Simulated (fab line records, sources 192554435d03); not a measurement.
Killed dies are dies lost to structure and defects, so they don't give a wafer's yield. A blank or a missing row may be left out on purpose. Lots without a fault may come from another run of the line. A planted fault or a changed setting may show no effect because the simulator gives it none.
Chamber matching | flow n5_finfet | N5_BEOL_M10_DESCUM_16 on rie_diel-04: 4 sister chambers
The step chemistry O2, time 7.9 s. 8 wafers are shown with their chamber, then 8 later ones without.

WAFERS WITH THEIR CHAMBER
wafer  | chamber | showerhead_plenum_p_Torr (Torr) | drypump_motor_current_A (A)
L077.2 | 1       | 2.13                            | 5.5
L077.4 | 2       | 2.06                            | 5.4
L077.6 | 2       | 2.06                            | 5.4
L079.6 | 0       | 2.00                            | 5.9
L082.1 | 0       | 1.99                            | 5.9
L082.3 | 1       | 2.13                            | 5.4
L082.4 | 3       | 2.04                            | 6.0
L087.3 | 3       | 2.04                            | 6.0

WAFERS WITHOUT THEIR CHAMBER
wafer  | showerhead_plenum_p_Torr (Torr) | drypump_motor_current_A (A)
L087.5 | 2.06                            | 5.3
L087.6 | 2.13                            | 5.4
L091.2 | 1.99                            | 5.9
L091.5 | 2.05                            | 5.4
L091.6 | 2.12                            | 5.4
L090.1 | 1.99                            | 5.9
L090.3 | 2.12                            | 5.4
L090.5 | 2.03                            | 6.0

WHICH CHAMBER EACH WENT THROUGH
wafer  | from the rows above | in truth
L087.5 | 2                   | 2
L087.6 | 1                   | 1
L091.2 | 0                   | 0
L091.5 | 2                   | 2
L091.6 | 1                   | 1
L090.1 | 0                   | 0
L090.3 | 1                   | 1
L090.5 | 3                   | 3
Placed correctly: 8 of 8. Can't be placed from these rows: 0. Placed wrongly: 0.
How it was worked out, from the rows above alone: a wafer's distance from a chamber is the root of the sum, over the readings, of the square of ((its reading less the chamber's mean) divided by the reading's scatter). The wafer belongs to the nearest chamber; if the next one is less than 2 further off, it can't be placed. A chamber's mean is the mean of its shown wafers. The scatter: the root of (the sum of the squares of (reading less its chamber's mean) over the shown wafers, divided by (wafers less chambers)).
